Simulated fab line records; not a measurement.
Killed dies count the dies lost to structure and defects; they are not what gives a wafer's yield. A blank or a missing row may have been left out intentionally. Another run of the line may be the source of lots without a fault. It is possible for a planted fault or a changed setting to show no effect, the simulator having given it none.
Chamber matching    flow n5-finfet    N5_SD_EPI_P_ETCH_47 on rie-diel-06: 4 sister chambers
The step etches SiOCN in CH3F/O2, target depth 25 nm. 16 wafers are shown with their chamber, then 8 later ones without.

== WAFERS PAIRED WITH THEIR CHAMBERS ==
wafer   chamber  showerhead-plenum-p-Torr (Torr)  throttle-valve-pct (%)  oes-product-au (a.u.)
L568.3  0        2.13                             16.0                    0.95
L568.4  3        2.05                             16.1                    0.68
L568.6  1        2.06                             16.5                    0.71
L574.2  1        2.05                             16.5                    0.69
L574.3  0        2.13                             16.1                    0.91
L574.5  0        2.13                             16.1                    0.92
L575.1  1        2.05                             16.5                    0.69
L575.4  1        2.05                             16.5                    0.70
L575.5  2        1.92                             16.8                    0.72
L579.2  2        1.91                             16.8                    0.72
L579.4  2        1.91                             16.8                    0.72
L579.5  0        2.12                             16.1                    0.88
L585.1  0        2.12                             16.1                    0.88
L585.4  2        1.91                             16.9                    0.71
L585.5  0        2.12                             16.1                    0.88
L586.1  0        2.12                             16.1                    0.87

SIGNATURES, as means of the wafers listed above
reading                   chamber 0  chamber 1  chamber 2  chamber 3  scatter within a chamber
showerhead-plenum-p-Torr  2.1243     2.0525     1.9125     2.0500     0.00518
throttle-valve-pct        16.086     16.500     16.825     16.100     0.0366
oes-product-au            0.8986     0.6975     0.7175     0.6800     0.0213
Rule: a wafer's distance from a chamber is the root of the sum, over the readings, of the square of ((its reading less the chamber's mean) divided by the reading's scatter). The wafer belongs to the nearest chamber; if the next one is less than 2 further off, it can't be placed. The scatter: take each reading less its chamber's mean, square it, sum over the shown wafers, divide by the number of wafers less the number of chambers, and take the root.

== WAFERS WITH NO CHAMBER GIVEN ==
wafer   showerhead-plenum-p-Torr (Torr)  throttle-valve-pct (%)  oes-product-au (a.u.)
L586.2  2.05                             16.0                    0.94
L586.3  2.04                             15.7                    0.93
L587.2  2.12                             16.1                    0.87
L587.4  2.12                             16.1                    0.87
L587.6  2.04                             15.7                    0.92
L589.4  2.05                             16.0                    0.94
L589.5  2.12                             16.1                    0.87
L589.6  2.03                             15.7                    0.91

== EACH ONE'S CHAMBER ==
wafer    from the rows above   in truth
L586.2   3                     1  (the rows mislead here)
L586.3   3                     3
L587.2   0                     0
L587.4   0                     0
L587.6   3                     3
L589.4   3                     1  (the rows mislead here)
L589.5   0                     0
L589.6   3                     3
Correct placement for 6 of the 8. Can't be placed from these rows: 0. Wrongly placed: 2.
